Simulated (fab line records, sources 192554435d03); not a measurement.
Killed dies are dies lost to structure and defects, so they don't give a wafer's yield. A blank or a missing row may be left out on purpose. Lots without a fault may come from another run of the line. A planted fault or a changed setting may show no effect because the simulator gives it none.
A struck lot beside a sound one | flow n5_finfet | 14 steps out of a route of 1938
Sound: wafers L664.2, L664.3, L664.5. Struck: wafers L667.2, L667.4, L667.5. The cause comes at the end.
At each step with rows: each side's tool, then ch and its chambers, then its first start. Under that, the readings that differ: sound wafers | struck wafers | difference of the means | sigmas: that difference in standard deviations of wafers without a fault.
alike: readings whose means differ by less than 2 such deviations, and words and numbers that are the same on both sides. not compared: withheld readings, readings that some wafer has no value for, bounds like >300 that may hide the same value, and numbers for which the record gives no deviation and whose values overlap.
The two part at a step that has a row with sigmas, a row that says differs or no value, or rows on one side only. Numbers that don't overlap but have no deviation are shown without sigmas and don't part them. A reading that every wafer of one side lacks parts them only if that side has two wafers or more.

first, 1 step without rows for these wafers: N5_BEOL_M3_ANNEAL_87 (time 240 s).
N5_BEOL_M3_SPUTTER_88: material Cu, target thk 4.5 nm, time 8.29 s.
  sound on pvd_sputter-02, day 8 21:47; struck on pvd_sputter-02, day 9 17:17
  alike: chamber_pressure_pa, throttle_valve_pct
then, 2 steps without rows for these wafers: N5_BEOL_M3_ANNEAL_89 (time 240 s); N5_BEOL_M3_SPUTTER_90 (material Cu, target thk 4.5 nm, time 8.29 s).
N5_BEOL_M3_ANNEAL_91: time 240 s.
  sound on pvd_sputter-02, day 8 22:23; struck on pvd_sputter-02, day 9 17:35
  alike: heater_power_w
then, 1 step without rows for these wafers: N5_BEOL_M3_SPUTTER_92 (material Cu, target thk 4.5 nm, time 8.29 s).
N5_BEOL_M3_ANNEAL_93: time 240 s.
  sound on pvd_sputter-02, day 8 22:49; struck on pvd_sputter-02, day 9 17:48
  alike: heater_power_w
then, 1 step without rows for these wafers: N5_BEOL_M3_SPUTTER_94 (material Cu, target thk 4.5 nm, time 8.29 s).
N5_BEOL_M3_ANNEAL_95: time 240 s.
  sound on pvd_sputter-02, day 8 23:16; struck on pvd_sputter-02, day 9 18:01
  alike: heater_power_w
then, 2 steps without rows for these wafers: N5_BEOL_M3_SPUTTER_96 (material Cu, target thk 4.5 nm, time 8.29 s); N5_BEOL_M3_ECD_50 (material Cu, target thk 300 nm).
N5_BEOL_M3_ANNEAL_51: time 90 s.
  sound on rtp_anneal-01 ch 0, day 8 23:51; struck on rtp_anneal-01 ch 0, day 9 18:25
  alike: wafer_temp_C_max
N5_BEOL_M3_CMP_52: polishes, stops on SiOC, t overpolish 6.8 s, target thk 40 nm.
  sound on cmp-03 ch 0,1,3, day 9 00:08; struck on cmp-01 ch 0,3, day 9 18:40
  reading                      | sound                | struck               | difference | sigmas
  barrier_field_endpoint_s (s) | 24.1 24.7 24.9       | 28.3 27.0 27.5       | +3.0       | +4
  head_pressure_psi (psi)      | 1.0014 1.0000 0.9981 | 0.8540 0.8546 0.8534 | -0.1458    | -69
  alike: motor_current_A, overpolish_run_s, time_to_endpoint_s
N5_BEOL_M4_RC_MEAS_101:
  sound on prober-02 ch 0, day 9 12:48; struck on prober-01 ch 0, day 10 04:07
  alike: DIBL_N, DIBL_P, IOFF_N, IOFF_P, ION_N, ION_P, SS_N, SS_P, VT_N, VT_P

WHERE THEY PART
Only at N5_BEOL_M3_CMP_52, within this record. Later steps at which nothing parts them and some readings are alike: N5_BEOL_M4_RC_MEAS_101.

WHY: what the simulator had put in
Process parameter drift: cmp-01, from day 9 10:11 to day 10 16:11, at N5_BEOL_M3_CMP_52. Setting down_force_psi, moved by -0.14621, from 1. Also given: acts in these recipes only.
